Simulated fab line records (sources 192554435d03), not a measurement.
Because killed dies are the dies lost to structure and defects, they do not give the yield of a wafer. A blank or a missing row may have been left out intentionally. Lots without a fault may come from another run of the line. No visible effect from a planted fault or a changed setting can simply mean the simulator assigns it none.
Split-lot experiment || flow n5-finfet || 21 wafers read across 7 lots, on a route 1938 steps long

ABOUT THE SPLIT
At N5_BEOL_M9_EXPOSE_25 (exposes mask V8), the setting dose-mj was moved away from the recipe's 37.25 on 8 of the 21 wafers read, by -4.4% to +6.4%. The other wafers ran this setting at the recipe's value.

FROM THE SPLIT TO THE READING: what the file shows between them, 2 steps
- N5_BEOL_M9_PEB_26: peb time 60 s
- N5_BEOL_M9_DEVELOP_27: develop time 30 s

THE READING
At N5_BEOL_M9_CD_MEAS_28: cd-nm in nanometres, against a target cd of 70 nm. Typical for fault-free wafers on this fab line: 70.07 nm, with standard deviation 0.23 nm.

{"wafer": "L074.1", "tool, chamber at the split": "euv-scanner-02, 0", "dose-mj as run": 35.61, "against the recipe": "-4.4%", "cd-nm, nm": 69.12, "against lot-mates on the recipe": -0.78}
{"wafer": "L074.5", "tool, chamber at the split": "euv-scanner-02, 0", "dose-mj as run": 37.25, "against the recipe": "recipe", "cd-nm, nm": 69.90, "against lot-mates on the recipe": "-"}
{"wafer": "L074.6", "tool, chamber at the split": "euv-scanner-02, 0", "dose-mj as run": 35.61, "against the recipe": "-4.4%", "cd-nm, nm": 69.17, "against lot-mates on the recipe": -0.73}
{"wafer": "L075.1", "tool, chamber at the split": "euv-scanner-02, 0", "dose-mj as run": 37.25, "against the recipe": "recipe", "cd-nm, nm": 70.07, "against lot-mates on the recipe": "-"}
{"wafer": "L075.4", "tool, chamber at the split": "euv-scanner-02, 0", "dose-mj as run": 37.25, "against the recipe": "recipe", "cd-nm, nm": 69.99, "against lot-mates on the recipe": "-"}
{"wafer": "L075.5", "tool, chamber at the split": "euv-scanner-02, 0", "dose-mj as run": 37.25, "against the recipe": "recipe", "cd-nm, nm": 70.22, "against lot-mates on the recipe": "-"}
{"wafer": "L080.3", "tool, chamber at the split": "euv-scanner-01, 0", "dose-mj as run": 37.25, "against the recipe": "recipe", "cd-nm, nm": 69.77, "against lot-mates on the recipe": "-"}
{"wafer": "L080.4", "tool, chamber at the split": "euv-scanner-01, 0", "dose-mj as run": 37.25, "against the recipe": "recipe", "cd-nm, nm": 70.06, "against lot-mates on the recipe": "-"}
{"wafer": "L080.6", "tool, chamber at the split": "euv-scanner-01, 0", "dose-mj as run": 39.64, "against the recipe": "+6.4%", "cd-nm, nm": 72.15, "against lot-mates on the recipe": "+2.24"}
{"wafer": "L085.2", "tool, chamber at the split": "euv-scanner-02, 0", "dose-mj as run": 37.25, "against the recipe": "recipe", "cd-nm, nm": 69.70, "against lot-mates on the recipe": "-"}
{"wafer": "L085.3", "tool, chamber at the split": "euv-scanner-02, 0", "dose-mj as run": 37.25, "against the recipe": "recipe", "cd-nm, nm": 70.05, "against lot-mates on the recipe": "-"}
{"wafer": "L085.6", "tool, chamber at the split": "euv-scanner-02, 0", "dose-mj as run": 37.25, "against the recipe": "recipe", "cd-nm, nm": 69.96, "against lot-mates on the recipe": "-"}
{"wafer": "L086.1", "tool, chamber at the split": "euv-scanner-01, 0", "dose-mj as run": 37.25, "against the recipe": "recipe", "cd-nm, nm": 69.96, "against lot-mates on the recipe": "-"}
{"wafer": "L086.2", "tool, chamber at the split": "euv-scanner-01, 0", "dose-mj as run": 37.25, "against the recipe": "recipe", "cd-nm, nm": 70.32, "against lot-mates on the recipe": "-"}
{"wafer": "L086.4", "tool, chamber at the split": "euv-scanner-01, 0", "dose-mj as run": 35.67, "against the recipe": "-4.2%", "cd-nm, nm": 68.86, "against lot-mates on the recipe": -1.28}
{"wafer": "L088.2", "tool, chamber at the split": "euv-scanner-01, 0", "dose-mj as run": 38.99, "against the recipe": "+4.7%", "cd-nm, nm": 71.37, "against lot-mates on the recipe": "+1.25"}
{"wafer": "L088.4", "tool, chamber at the split": "euv-scanner-01, 0", "dose-mj as run": 38.99, "against the recipe": "+4.7%", "cd-nm, nm": 71.06, "against lot-mates on the recipe": "+0.94"}
{"wafer": "L088.5", "tool, chamber at the split": "euv-scanner-01, 0", "dose-mj as run": 37.25, "against the recipe": "recipe", "cd-nm, nm": 70.12, "against lot-mates on the recipe": "-"}
{"wafer": "L092.3", "tool, chamber at the split": "euv-scanner-01, 0", "dose-mj as run": 35.67, "against the recipe": "-4.2%", "cd-nm, nm": 69.00, "against lot-mates on the recipe": -0.79}
{"wafer": "L092.4", "tool, chamber at the split": "euv-scanner-01, 0", "dose-mj as run": 35.67, "against the recipe": "-4.2%", "cd-nm, nm": 68.98, "against lot-mates on the recipe": -0.81}
{"wafer": "L092.6", "tool, chamber at the split": "euv-scanner-01, 0", "dose-mj as run": 37.25, "against the recipe": "recipe", "cd-nm, nm": 69.79, "against lot-mates on the recipe": "-"}

FIT RESULTS
A straight line over all 21 wafers: cd-nm changes by +0.261 nm for each +1% of dose-mj; r = +0.97; the points scatter about the line by 0.2 nm.
The same after taking each lot's own level away (the mean of its wafers on the recipe; 21 wafers): +0.247 nm for each +1%; r = +0.96; scatter 0.23 nm.
Per that fit: largest dose-mj move, reading shift of 1.6 nm.
Across the lots, their own levels run from 69.790 to 70.140 nm, a range of 1.5 times the standard deviation given above.
Hence the lot-to-lot level has little effect on the slope; both slopes agree.
Check: for one of the wafers moved furthest among these (+6.4%), held out of the fit, the line's prediction against its lot-mates is +1.4 nm. It came out at +2.24 nm against them.

THE FILE'S OWN FIT
cd-nm changes by +0.267 nm for each +1% of dose-mj, r = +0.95.
